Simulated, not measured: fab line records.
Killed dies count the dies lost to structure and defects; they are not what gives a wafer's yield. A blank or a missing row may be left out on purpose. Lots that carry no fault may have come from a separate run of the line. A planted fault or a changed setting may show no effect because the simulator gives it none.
The tool behind it: which one? :: flow n5-finfet :: Sampling: 24 lots, 72 wafers, 6 of 1938 route steps

== WHAT THE GAUGES READ, wafer by wafer ==
N5_BEOL_M15_INSPECT_55: inspects for defects (darkfield).
lot: L076
measured: day 12 06:13
on: defect-inspect-02
raw-defect-count: 73 88 83

lot: L074
measured: day 12 13:01
on: defect-inspect-01
raw-defect-count: 85 87 58

lot: L075
measured: day 12 13:55
on: defect-inspect-01
raw-defect-count: 100 59 98

lot: L077
measured: day 12 23:53
on: defect-inspect-01
raw-defect-count: 46 48 57

lot: L078
measured: day 13 10:31
on: defect-inspect-02
raw-defect-count: 190 84 134

lot: L079
measured: day 13 11:29
on: defect-inspect-02
raw-defect-count: 44 69 44

lot: L080
measured: day 13 13:00
on: defect-inspect-01
raw-defect-count: 36 52 40

lot: L081
measured: day 13 19:34
on: defect-inspect-01
raw-defect-count: 105 75 131

lot: L083
measured: day 14 06:25
on: defect-inspect-02
raw-defect-count: 38 66 51

lot: L084
measured: day 14 12:19
on: defect-inspect-01
raw-defect-count: 88 113 80

lot: L082
measured: day 14 20:52
on: defect-inspect-01
raw-defect-count: 131 87 122

lot: L085
measured: day 14 21:08
on: defect-inspect-02
raw-defect-count: 49 45 56

lot: L086
measured: day 14 21:17
on: defect-inspect-01
raw-defect-count: 62 60 52

lot: L087
measured: day 15 01:24
on: defect-inspect-02
raw-defect-count: 55 54 57

lot: L089
measured: day 15 06:28
on: defect-inspect-01
raw-defect-count: 43 96 86

lot: L088
measured: day 15 20:07
on: defect-inspect-02
raw-defect-count: 47 67 49

lot: L092
measured: day 15 21:50
on: defect-inspect-01
raw-defect-count: 61 55 59

lot: L091
measured: day 15 22:24
on: defect-inspect-01
raw-defect-count: 105 43 63

lot: L090
measured: day 16 00:58
on: defect-inspect-02
raw-defect-count: 44 40 53

lot: L093
measured: day 16 01:49
on: defect-inspect-02
raw-defect-count: 74 47 102

lot: L094
measured: day 16 20:18
on: defect-inspect-01
raw-defect-count: 32 44 72

lot: L095
measured: day 17 03:55
on: defect-inspect-01
raw-defect-count: 64 116 161

lot: L096
measured: day 17 08:30
on: defect-inspect-01
raw-defect-count: 78 74 127

lot: L097
measured: day 17 11:35
on: defect-inspect-01
raw-defect-count: 29 56 45

N5_MIM_TOP_LITHO_CD_MEAS_08 targets a cd of 2000 nm.
lot: L076
measured: day 12 08:38
on: cd-sem-03
cd-nm (nm): 1998.7 1998.5 1997.7

lot: L074
measured: day 12 16:49
on: cd-sem-02
cd-nm (nm): 2000.6 1997.6 1999.1

lot: L075
measured: day 12 18:41
on: cd-sem-01
cd-nm (nm): 2000.2 1999.5 1999.9

lot: L077
measured: day 13 04:53
on: cd-sem-02
cd-nm (nm): 2002.8 2001.4 2000.3

lot: L078
measured: day 13 12:41
on: cd-sem-01
cd-nm (nm): 2002.8 2002.5 2000.4

lot: L079
measured: day 13 13:36
on: cd-sem-03
cd-nm (nm): 2002.1 2001.9 2001.1

lot: L080
measured: day 13 15:31
on: cd-sem-02
cd-nm (nm): 2001.6 1998.9 2000.8

lot: L081
measured: day 13 23:27
on: cd-sem-03
cd-nm (nm): 2001.3 2001.0 2002.3

lot: L083
measured: day 14 10:31
on: cd-sem-03
cd-nm (nm): 1999.6 1997.7 1998.6

lot: L084
measured: day 14 14:49
on: cd-sem-03
cd-nm (nm): 2000.6 2000.6 2000.4

lot: L082
measured: day 14 23:47
on: cd-sem-03
cd-nm (nm): 2002.1 2002.7 2002.0

lot: L085
measured: day 15 00:02
on: cd-sem-01
cd-nm (nm): 2002.7 1999.7 1999.9

lot: L086
measured: day 15 00:12
on: cd-sem-02
cd-nm (nm): 2001.1 2001.0 2000.9

lot: L087
measured: day 15 04:35
on: cd-sem-03
cd-nm (nm): 2001.5 2001.3 2001.4

lot: L089
measured: day 15 10:30
on: cd-sem-01
cd-nm (nm): 2001.3 2000.5 2000.7

lot: L088
measured: day 16 00:19
on: cd-sem-01
cd-nm (nm): 1999.1 2001.3 2000.7

lot: L092
measured: day 16 00:31
on: cd-sem-01
cd-nm (nm): 1999.9 2002.4 2002.3

lot: L091
measured: day 16 03:29
on: cd-sem-03
cd-nm (nm): 2000.9 1999.8 1999.5

lot: L090
measured: day 16 05:02
on: cd-sem-02
cd-nm (nm): 1998.4 2001.8 2001.0

lot: L093
measured: day 16 05:18
on: cd-sem-03
cd-nm (nm): 2003.0 2000.9 2001.4

lot: L094
measured: day 16 23:23
on: cd-sem-02
cd-nm (nm): 2000.4 2000.2 2001.2

lot: L095
measured: day 17 08:04
on: cd-sem-02
cd-nm (nm): 2002.9 2000.7 2002.5

lot: L096
measured: day 17 11:37
on: cd-sem-03
cd-nm (nm): 1998.4 1997.2 1999.8

lot: L097
measured: day 17 18:02
on: cd-sem-03
cd-nm (nm): 1999.3 2002.3 1998.4

N5_MIM_TOP_LITHO_OVL_MEAS_11.
lot: L076
measured: day 12 08:40
on: overlay-02
MIM_TOP_OVL (nm): 1 9 4

lot: L074
measured: day 12 16:51
on: overlay-01
MIM_TOP_OVL (nm): 4 -1 2

lot: L075
measured: day 12 18:43
on: overlay-01
MIM_TOP_OVL (nm): -1 7 13

lot: L077
measured: day 13 04:55
on: overlay-02
MIM_TOP_OVL (nm): -6 4 -7

lot: L078
measured: day 13 12:43
on: overlay-01
MIM_TOP_OVL (nm): 7 12 10

lot: L079
measured: day 13 13:37
on: overlay-02
MIM_TOP_OVL (nm): 7 9 2

lot: L080
measured: day 13 15:33
on: overlay-01
MIM_TOP_OVL (nm): 4 5 7

lot: L081
measured: day 13 23:29
on: overlay-02
MIM_TOP_OVL (nm): 4 6 3

lot: L083
measured: day 14 10:32
on: overlay-02
MIM_TOP_OVL (nm): 10 4 15

lot: L084
measured: day 14 14:51
on: overlay-02
MIM_TOP_OVL (nm): 5 -9 -8

lot: L082
measured: day 14 23:49
on: overlay-01
MIM_TOP_OVL (nm): 4 -6 2

lot: L085
measured: day 15 00:04
on: overlay-01
MIM_TOP_OVL (nm): -9 -1 -3

lot: L086
measured: day 15 00:14
on: overlay-02
MIM_TOP_OVL (nm): 3 12 2

lot: L087
measured: day 15 04:37
on: overlay-01
MIM_TOP_OVL (nm): 0 -4 -4

lot: L089
measured: day 15 10:32
on: overlay-02
MIM_TOP_OVL (nm): -10 -8 -12

lot: L088
measured: day 16 00:21
on: overlay-02
MIM_TOP_OVL (nm): -6 3 -1

lot: L092
measured: day 16 00:33
on: overlay-01
MIM_TOP_OVL (nm): 2 5 -5

lot: L091
measured: day 16 03:31
on: overlay-01
MIM_TOP_OVL (nm): 0 3 -5

lot: L090
measured: day 16 05:04
on: overlay-01
MIM_TOP_OVL (nm): 7 9 7

lot: L093
measured: day 16 05:20
on: overlay-01
MIM_TOP_OVL (nm): 0 -2 -10

lot: L094
measured: day 16 23:25
on: overlay-01
MIM_TOP_OVL (nm): 2 -3 -1

lot: L095
measured: day 17 08:05
on: overlay-02
MIM_TOP_OVL (nm): 6 1 18

lot: L096
measured: day 17 11:38
on: overlay-02
MIM_TOP_OVL (nm): 0 2 2

lot: L097
measured: day 17 18:04
on: overlay-01
MIM_TOP_OVL (nm): 8 -1 4

N5_PASSIVATION_CD_MEAS_30 targets a cd of 4000 nm.
lot: L076
measured: day 12 13:23
on: cd-sem-03
cd-nm (nm): 4003.3 4000.8 4001.1

lot: L074
measured: day 12 22:30
on: cd-sem-03
cd-nm (nm): 4003.5 4002.5 4000.6

lot: L075
measured: day 12 22:28
on: cd-sem-01
cd-nm (nm): 3998.2 3997.4 3994.7

lot: L077
measured: day 13 09:23
on: cd-sem-01
cd-nm (nm): 3994.6 3996.8 3998.0

lot: L078
measured: day 13 17:08
on: cd-sem-03
cd-nm (nm): 3999.8 3998.1 4000.8

lot: L079
measured: day 13 17:35
on: cd-sem-01
cd-nm (nm): 3995.5 4000.1 3995.9

lot: L080
measured: day 13 21:48
on: cd-sem-02
cd-nm (nm): 3998.1 3999.6 4001.8

lot: L081
measured: day 14 06:25
on: cd-sem-03
cd-nm (nm): 4001.7 3999.0 4001.6

lot: L083
measured: day 14 14:46
on: cd-sem-01
cd-nm (nm): 4003.1 4002.0 3999.6

lot: L084
measured: day 14 19:22
on: cd-sem-02
cd-nm (nm): 4001.8 4004.6 3999.6

lot: L082
measured: day 15 04:10
on: cd-sem-01
cd-nm (nm): 3999.7 4000.1 4001.5

lot: L085
measured: day 15 05:31
on: cd-sem-03
cd-nm (nm): 4000.1 3997.7 4000.6

lot: L086
measured: day 15 05:22
on: cd-sem-03
cd-nm (nm): 3995.2 3997.6 3999.3

lot: L087
measured: day 15 08:22
on: cd-sem-02
cd-nm (nm): 4001.6 4001.5 3999.9

lot: L089
measured: day 15 15:59
on: cd-sem-01
cd-nm (nm): 3996.0 3998.1 3999.1

lot: L088
measured: day 16 05:04
on: cd-sem-01
cd-nm (nm): 4001.5 4000.6 3996.6

lot: L092
measured: day 16 05:22
on: cd-sem-02
cd-nm (nm): 3998.0 3997.2 4000.6

lot: L091
measured: day 16 09:41
on: cd-sem-01
cd-nm (nm): 4000.2 4000.4 3999.9

lot: L090
measured: day 16 14:38
on: cd-sem-03
cd-nm (nm): 4001.7 4000.3 3999.6

lot: L093
measured: day 16 10:16
on: cd-sem-03
cd-nm (nm): 3995.5 4000.9 4000.2

lot: L094
measured: day 17 03:43
on: cd-sem-03
cd-nm (nm): 4000.9 3999.2 3997.4

lot: L095
measured: day 17 17:48
on: cd-sem-01
cd-nm (nm): 4003.4 4003.0 4001.8

lot: L096
measured: day 17 17:52
on: cd-sem-03
cd-nm (nm): 4001.9 4002.4 4000.5

lot: L097
measured: day 17 22:04
on: cd-sem-01
cd-nm (nm): 3997.2 3999.3 4000.1

== WHAT TOOL EACH LOT RAN ON (gives the tool, then ch and the chambers of the sampled wafers, and finally the start) ==
lot: L076
N5_BEOL_M15_ETCH_61: rie-diel-02 ch 1,2, day 12 03:30
N5_MIM_BOT_ETCH_ETCH_04: rie-diel-03 ch 0,1,2, day 12 10:11

lot: L074
N5_BEOL_M15_ETCH_61: rie-diel-02 ch 0,2, day 12 07:50
N5_MIM_BOT_ETCH_ETCH_04: rie-diel-03 ch 0,1,2, day 12 17:50

lot: L075
N5_BEOL_M15_ETCH_61: rie-diel-04 ch 0,1,2, day 12 08:21
N5_MIM_BOT_ETCH_ETCH_04: rie-diel-03 ch 0,2,3, day 12 19:35

lot: L077
N5_BEOL_M15_ETCH_61: rie-diel-06 ch 0,2,3, day 12 19:45
N5_MIM_BOT_ETCH_ETCH_04: rie-diel-01 ch 0,1, day 13 06:27

lot: L078
N5_BEOL_M15_ETCH_61: rie-diel-06 ch 0,2,3, day 13 08:20
N5_MIM_BOT_ETCH_ETCH_04: rie-diel-01 ch 0,2,3, day 13 14:10

lot: L079
N5_BEOL_M15_ETCH_61: rie-diel-06 ch 1,2,3, day 13 08:57
N5_MIM_BOT_ETCH_ETCH_04: rie-diel-03 ch 0,2,3, day 13 14:40

lot: L080
N5_BEOL_M15_ETCH_61: rie-diel-04 ch 0,2, day 13 10:53
N5_MIM_BOT_ETCH_ETCH_04: rie-diel-03 ch 0,3, day 13 16:32

lot: L081
N5_BEOL_M15_ETCH_61: rie-diel-06 ch 1,2, day 13 16:35
N5_MIM_BOT_ETCH_ETCH_04: rie-diel-01 ch 0,3, day 14 00:32

lot: L083
N5_BEOL_M15_ETCH_61: rie-diel-02 ch 0,1, day 14 02:52
N5_MIM_BOT_ETCH_ETCH_04: rie-diel-03 ch 2,3, day 14 11:35

lot: L084
N5_BEOL_M15_ETCH_61: rie-diel-04 ch 0,2,3, day 14 10:05
N5_MIM_BOT_ETCH_ETCH_04: rie-diel-05 ch 0,2,3, day 14 15:49

lot: L082
N5_BEOL_M15_ETCH_61: rie-diel-04 ch 0,2, day 14 13:47
N5_MIM_BOT_ETCH_ETCH_04: rie-diel-01 ch 2,3, day 15 00:49

lot: L085
N5_BEOL_M15_ETCH_61: rie-diel-04 ch 0,2, day 14 14:17
N5_MIM_BOT_ETCH_ETCH_04: rie-diel-03 ch 2,3, day 15 01:03

lot: L086
N5_BEOL_M15_ETCH_61: rie-diel-04 ch 0,1,2, day 14 14:41
N5_MIM_BOT_ETCH_ETCH_04: rie-diel-03 ch 0,3, day 15 01:13

lot: L087
N5_BEOL_M15_ETCH_61: rie-diel-06 ch 2,3, day 14 22:31
N5_MIM_BOT_ETCH_ETCH_04: rie-diel-03 ch 0,1,2, day 15 05:38

lot: L089
N5_BEOL_M15_ETCH_61: rie-diel-04 ch 0,1,2, day 15 04:06
N5_MIM_BOT_ETCH_ETCH_04: rie-diel-03 ch 1,2,3, day 15 11:46

lot: L088
N5_BEOL_M15_ETCH_61: rie-diel-04 ch 0,2,3, day 15 15:56
N5_MIM_BOT_ETCH_ETCH_04: rie-diel-01 ch 0,1,3, day 16 01:23

lot: L092
N5_BEOL_M15_ETCH_61: rie-diel-02 ch 1,2, day 15 16:06
N5_MIM_BOT_ETCH_ETCH_04: rie-diel-01 ch 0,1,2, day 16 01:33

lot: L091
N5_BEOL_M15_ETCH_61: rie-diel-04 ch 0,2, day 15 19:53
N5_MIM_BOT_ETCH_ETCH_04: rie-diel-05 ch 2,3, day 16 04:40

lot: L090
N5_BEOL_M15_ETCH_61: rie-diel-04 ch 1,3, day 15 20:07
N5_MIM_BOT_ETCH_ETCH_04: rie-diel-03 ch 0,2,3, day 16 06:04

lot: L093
N5_BEOL_M15_ETCH_61: rie-diel-06 ch 2,3, day 15 23:34
N5_MIM_BOT_ETCH_ETCH_04: rie-diel-03 ch 0,2, day 16 06:25

lot: L094
N5_BEOL_M15_ETCH_61: rie-diel-04 ch 0,1, day 16 18:04
N5_MIM_BOT_ETCH_ETCH_04: rie-diel-01 ch 0,1, day 17 00:24

lot: L095
N5_BEOL_M15_ETCH_61: rie-diel-04 ch 1,2,3, day 17 01:24
N5_MIM_BOT_ETCH_ETCH_04: rie-diel-05 ch 0,1,3, day 17 10:03

lot: L096
N5_BEOL_M15_ETCH_61: rie-diel-06 ch 0,1,2, day 17 03:47
N5_MIM_BOT_ETCH_ETCH_04: rie-diel-03 ch 0,3, day 17 12:30

lot: L097
N5_BEOL_M15_ETCH_61: rie-diel-02 ch 1,2, day 17 07:36
N5_MIM_BOT_ETCH_ETCH_04: rie-diel-03 ch 0,3, day 17 19:05
- N5_BEOL_M15_ETCH_61: etches BARC in N2/H2, target depth 89 nm, overetch 26.7 nm, time 67.9 s.
- N5_MIM_BOT_ETCH_ETCH_04: etches SiNx in CF4/O2, target depth 26 nm, time 13 s.

== WHAT THE TOOLS THEMSELVES READ (means of the sampled wafers that have a number; where no wafer has one, the mark that the record gives instead) ==
N5_BEOL_M15_ETCH_61.
lot: L076
tool: rie-diel-02
drypump-motor-current-A (A): 5.7
oes-product-au (a.u.): 0.67
rf-vpp-V (V): 526.7
showerhead-plenum-p-Torr (Torr): 2.64
throttle-valve-pct (%): 17.82

lot: L074
tool: rie-diel-02
drypump-motor-current-A (A): 5.6
oes-product-au (a.u.): 0.64
rf-vpp-V (V): 525.6
showerhead-plenum-p-Torr (Torr): 2.64
throttle-valve-pct (%): 18.05

lot: L075
tool: rie-diel-04
drypump-motor-current-A (A): 5.4
oes-product-au (a.u.): 0.70
rf-vpp-V (V): 524.4
showerhead-plenum-p-Torr (Torr): 2.57
throttle-valve-pct (%): 17.76

lot: L077
tool: rie-diel-06
drypump-motor-current-A (A): 4.8
oes-product-au (a.u.): 0.65
rf-vpp-V (V): 524.1
showerhead-plenum-p-Torr (Torr): 2.58
throttle-valve-pct (%): 18.05

lot: L078
tool: rie-diel-06
drypump-motor-current-A (A): 4.8
oes-product-au (a.u.): 0.65
rf-vpp-V (V): 524.5
showerhead-plenum-p-Torr (Torr): 2.58
throttle-valve-pct (%): 18.07

lot: L079
tool: rie-diel-06
drypump-motor-current-A (A): 5.1
oes-product-au (a.u.): 0.69
rf-vpp-V (V): 525.8
showerhead-plenum-p-Torr (Torr): 2.60
throttle-valve-pct (%): 17.88

lot: L080
tool: rie-diel-04
drypump-motor-current-A (A): 5.5
oes-product-au (a.u.): 0.72
rf-vpp-V (V): 525.8
showerhead-plenum-p-Torr (Torr): 2.58
throttle-valve-pct (%): 17.57

lot: L081
tool: rie-diel-06
drypump-motor-current-A (A): 5.1
oes-product-au (a.u.): 0.73
rf-vpp-V (V): 525.9
showerhead-plenum-p-Torr (Torr): 2.62
throttle-valve-pct (%): 17.83

lot: L083
tool: rie-diel-02
drypump-motor-current-A (A): 5.9
oes-product-au (a.u.): 0.74
rf-vpp-V (V): 528.5
showerhead-plenum-p-Torr (Torr): 2.68
throttle-valve-pct (%): 17.49

lot: L084
tool: rie-diel-04
drypump-motor-current-A (A): 5.6
oes-product-au (a.u.): 0.67
rf-vpp-V (V): 524.3
showerhead-plenum-p-Torr (Torr): 2.58
throttle-valve-pct (%): 17.86

lot: L082
tool: rie-diel-04
drypump-motor-current-A (A): 5.5
oes-product-au (a.u.): 0.72
rf-vpp-V (V): 525.1
showerhead-plenum-p-Torr (Torr): 2.57
throttle-valve-pct (%): 17.59

lot: L085
tool: rie-diel-04
drypump-motor-current-A (A): 5.3
oes-product-au (a.u.): 0.70
rf-vpp-V (V): 524.6
showerhead-plenum-p-Torr (Torr): 2.58
throttle-valve-pct (%): 17.67

lot: L086
tool: rie-diel-04
drypump-motor-current-A (A): 5.4
oes-product-au (a.u.): 0.68
rf-vpp-V (V): 524.4
showerhead-plenum-p-Torr (Torr): 2.56
throttle-valve-pct (%): 17.79

lot: L087
tool: rie-diel-06
drypump-motor-current-A (A): 4.7
oes-product-au (a.u.): 0.76
rf-vpp-V (V): 527.5
showerhead-plenum-p-Torr (Torr): 2.67
throttle-valve-pct (%): 17.85

lot: L089
tool: rie-diel-04
drypump-motor-current-A (A): 5.4
oes-product-au (a.u.): 0.67
rf-vpp-V (V): 523.3
showerhead-plenum-p-Torr (Torr): 2.56
throttle-valve-pct (%): 17.81

lot: L088
tool: rie-diel-04
drypump-motor-current-A (A): 5.6
oes-product-au (a.u.): 0.74
rf-vpp-V (V): 525.2
showerhead-plenum-p-Torr (Torr): 2.58
throttle-valve-pct (%): 17.73

lot: L092
tool: rie-diel-02
drypump-motor-current-A (A): 5.7
oes-product-au (a.u.): 0.77
rf-vpp-V (V): 526.5
showerhead-plenum-p-Torr (Torr): 2.63
throttle-valve-pct (%): 17.58

lot: L091
tool: rie-diel-04
drypump-motor-current-A (A): 5.3
oes-product-au (a.u.): 0.69
rf-vpp-V (V): 524.7
showerhead-plenum-p-Torr (Torr): 2.57
throttle-valve-pct (%): 17.69

lot: L090
tool: rie-diel-04
drypump-motor-current-A (A): 5.6
oes-product-au (a.u.): 0.67
rf-vpp-V (V): 525.0
showerhead-plenum-p-Torr (Torr): 2.55
throttle-valve-pct (%): 18.03

lot: L093
tool: rie-diel-06
drypump-motor-current-A (A): 4.7
oes-product-au (a.u.): 0.73
rf-vpp-V (V): 527.8
showerhead-plenum-p-Torr (Torr): 2.66
throttle-valve-pct (%): 17.88

lot: L094
tool: rie-diel-04
drypump-motor-current-A (A): 5.5
oes-product-au (a.u.): 0.68
rf-vpp-V (V): 524.0
showerhead-plenum-p-Torr (Torr): 2.55
throttle-valve-pct (%): 17.73

lot: L095
tool: rie-diel-04
drypump-motor-current-A (A): 5.5
oes-product-au (a.u.): 0.69
rf-vpp-V (V): 524.4
showerhead-plenum-p-Torr (Torr): 2.56
throttle-valve-pct (%): 17.92

lot: L096
tool: rie-diel-06
drypump-motor-current-A (A): 5.1
oes-product-au (a.u.): 0.73
rf-vpp-V (V): 527.3
showerhead-plenum-p-Torr (Torr): 2.61
throttle-valve-pct (%): 17.77

lot: L097
tool: rie-diel-02
drypump-motor-current-A (A): 5.8
oes-product-au (a.u.): 0.74
rf-vpp-V (V): 527.4
showerhead-plenum-p-Torr (Torr): 2.65
throttle-valve-pct (%): 17.37

N5_MIM_BOT_ETCH_ETCH_04.
lot: L076
tool: rie-diel-03
O2_flow_sccm (sccm): 10.017
cf4-flow-sccm (sccm): 100.1
drypump-motor-current-A (A): 5.5
oes-product-au (a.u.): 0.74
rf-vpp-V (V): 243
showerhead-plenum-p-Torr (Torr): 2.23
throttle-valve-pct (%): 15.92

lot: L074
tool: rie-diel-03
O2_flow_sccm (sccm): 9.994
cf4-flow-sccm (sccm): 100.3
drypump-motor-current-A (A): 5.5
oes-product-au (a.u.): 0.74
rf-vpp-V (V): 243
showerhead-plenum-p-Torr (Torr): 2.23
throttle-valve-pct (%): 15.92

lot: L075
tool: rie-diel-03
O2_flow_sccm (sccm): 9.993
cf4-flow-sccm (sccm): 99.9
drypump-motor-current-A (A): 5.5
oes-product-au (a.u.): 0.73
rf-vpp-V (V): 240
showerhead-plenum-p-Torr (Torr): 2.19
throttle-valve-pct (%): 15.87

lot: L077
tool: rie-diel-01
O2_flow_sccm (sccm): 10.005
cf4-flow-sccm (sccm): 99.9
drypump-motor-current-A (A): 5.9
oes-product-au (a.u.): 0.78
rf-vpp-V (V): 238
showerhead-plenum-p-Torr (Torr): 2.16
throttle-valve-pct (%): 15.86

lot: L078
tool: rie-diel-01
O2_flow_sccm (sccm): 10.023
cf4-flow-sccm (sccm): 100.0
drypump-motor-current-A (A): 5.7
oes-product-au (a.u.): 0.90
rf-vpp-V (V): 235
showerhead-plenum-p-Torr (Torr): 2.16
throttle-valve-pct (%): 15.96

lot: L079
tool: rie-diel-03
O2_flow_sccm (sccm): 9.998
cf4-flow-sccm (sccm): 100.2
drypump-motor-current-A (A): 5.5
oes-product-au (a.u.): 0.72
rf-vpp-V (V): 239
showerhead-plenum-p-Torr (Torr): 2.19
throttle-valve-pct (%): 15.89

lot: L080
tool: rie-diel-03
O2_flow_sccm (sccm): 9.999
cf4-flow-sccm (sccm): 99.8
drypump-motor-current-A (A): 5.8
oes-product-au (a.u.): 0.72
rf-vpp-V (V): 240
showerhead-plenum-p-Torr (Torr): 2.22
throttle-valve-pct (%): 15.89

lot: L081
tool: rie-diel-01
O2_flow_sccm (sccm): 10.002
cf4-flow-sccm (sccm): 99.9
drypump-motor-current-A (A): 5.6
oes-product-au (a.u.): 0.94
rf-vpp-V (V): 235
showerhead-plenum-p-Torr (Torr): 2.17
throttle-valve-pct (%): 15.95

lot: L083
tool: rie-diel-03
O2_flow_sccm (sccm): 9.991
cf4-flow-sccm (sccm): 99.9
drypump-motor-current-A (A): 5.5
oes-product-au (a.u.): 0.74
rf-vpp-V (V): 235
showerhead-plenum-p-Torr (Torr): 2.13
throttle-valve-pct (%): 15.81

lot: L084
tool: rie-diel-05
O2_flow_sccm (sccm): 9.990
cf4-flow-sccm (sccm): 100.2
drypump-motor-current-A (A): 5.7
oes-product-au (a.u.): 0.85
rf-vpp-V (V): 247
showerhead-plenum-p-Torr (Torr): 2.29
throttle-valve-pct (%): 16.09

lot: L082
tool: rie-diel-01
O2_flow_sccm (sccm): 9.963
cf4-flow-sccm (sccm): 99.9
drypump-motor-current-A (A): 5.6
oes-product-au (a.u.): 0.89
rf-vpp-V (V): 236
showerhead-plenum-p-Torr (Torr): 2.16
throttle-valve-pct (%): 16.05

lot: L085
tool: rie-diel-03
O2_flow_sccm (sccm): 9.989
cf4-flow-sccm (sccm): 100.4
drypump-motor-current-A (A): 5.5
oes-product-au (a.u.): 0.74
rf-vpp-V (V): 235
showerhead-plenum-p-Torr (Torr): 2.13
throttle-valve-pct (%): 15.82

lot: L086
tool: rie-diel-03
O2_flow_sccm (sccm): 10.022
cf4-flow-sccm (sccm): 100.1
drypump-motor-current-A (A): 5.8
oes-product-au (a.u.): 0.72
rf-vpp-V (V): 240
showerhead-plenum-p-Torr (Torr): 2.22
throttle-valve-pct (%): 15.92

lot: L087
tool: rie-diel-03
O2_flow_sccm (sccm): 10.007
cf4-flow-sccm (sccm): 100.1
drypump-motor-current-A (A): 5.5
oes-product-au (a.u.): 0.72
rf-vpp-V (V): 242
showerhead-plenum-p-Torr (Torr): 2.22
throttle-valve-pct (%): 15.96

lot: L089
tool: rie-diel-03
O2_flow_sccm (sccm): 9.996
cf4-flow-sccm (sccm): 99.9
drypump-motor-current-A (A): 5.5
oes-product-au (a.u.): 0.74
rf-vpp-V (V): 239
showerhead-plenum-p-Torr (Torr): 2.16
throttle-valve-pct (%): 15.87

lot: L088
tool: rie-diel-01
O2_flow_sccm (sccm): 10.004
cf4-flow-sccm (sccm): 100.2
drypump-motor-current-A (A): 5.8
oes-product-au (a.u.): 0.88
rf-vpp-V (V): 238
showerhead-plenum-p-Torr (Torr): 2.16
throttle-valve-pct (%): 15.78

lot: L092
tool: rie-diel-01
O2_flow_sccm (sccm): 10.005
cf4-flow-sccm (sccm): 100.0
drypump-motor-current-A (A): 5.8
oes-product-au (a.u.): 0.87
rf-vpp-V (V): 239
showerhead-plenum-p-Torr (Torr): 2.15
throttle-valve-pct (%): 15.82

lot: L091
tool: rie-diel-05
O2_flow_sccm (sccm): 10.017
cf4-flow-sccm (sccm): 100.4
drypump-motor-current-A (A): 6.1
oes-product-au (a.u.): 0.88
rf-vpp-V (V): 249
showerhead-plenum-p-Torr (Torr): 2.31
throttle-valve-pct (%): 15.93

lot: L090
tool: rie-diel-03
O2_flow_sccm (sccm): 9.994
cf4-flow-sccm (sccm): 100.1
drypump-motor-current-A (A): 5.5
oes-product-au (a.u.): 0.71
rf-vpp-V (V): 239
showerhead-plenum-p-Torr (Torr): 2.18
throttle-valve-pct (%): 15.92

lot: L093
tool: rie-diel-03
O2_flow_sccm (sccm): 10.010
cf4-flow-sccm (sccm): 100.1
drypump-motor-current-A (A): 5.3
oes-product-au (a.u.): 0.69
rf-vpp-V (V): 242
showerhead-plenum-p-Torr (Torr): 2.21
throttle-valve-pct (%): 16.01

lot: L094
tool: rie-diel-01
O2_flow_sccm (sccm): 10.022
cf4-flow-sccm (sccm): 99.7
drypump-motor-current-A (A): 5.9
oes-product-au (a.u.): 0.83
rf-vpp-V (V): 238
showerhead-plenum-p-Torr (Torr): 2.15
throttle-valve-pct (%): 15.77

lot: L095
tool: rie-diel-05
O2_flow_sccm (sccm): 9.999
cf4-flow-sccm (sccm): 99.9
drypump-motor-current-A (A): 5.8
oes-product-au (a.u.): 0.93
rf-vpp-V (V): 246
showerhead-plenum-p-Torr (Torr): 2.27
throttle-valve-pct (%): 15.84

lot: L096
tool: rie-diel-03
O2_flow_sccm (sccm): 10.003
cf4-flow-sccm (sccm): 99.8
drypump-motor-current-A (A): 5.8
oes-product-au (a.u.): 0.88
rf-vpp-V (V): 240
showerhead-plenum-p-Torr (Torr): 2.21
throttle-valve-pct (%): 15.63

lot: L097
tool: rie-diel-03
O2_flow_sccm (sccm): 9.968
cf4-flow-sccm (sccm): 100.0
drypump-motor-current-A (A): 5.8
oes-product-au (a.u.): 0.88
rf-vpp-V (V): 241
showerhead-plenum-p-Torr (Torr): 2.21
throttle-valve-pct (%): 15.65

== THE ANSWER, worked out from the rows above alone ==
Rule: the usual values come from the lots themselves. The widest of any qualifying gaps counts: lots, ordered by their means at a reading, are off when they make up no more than a third of the lots, leave a main group of 4 or more, and stand apart from it by 3 or more times the standard deviation of that group's means. If all means in a main group match to the digits the tables above print for the reading, that group is not used. Also off: a lot with no number at a reading for which 4 or more lots have one. Where the step has rows for the other lots, those lots are counted as sound. The gauges are gone through in route order, then the tools' own readings, and for those a lot's mean is taken as printed above. The first step at which some lot is off is used, and at that step the reading that is off furthest; a lot without a number counts as furthest.
No lot is off on any of the readings shown, so nothing can be concluded from this.

== WHAT THE SIMULATOR HAD INSERTED ==
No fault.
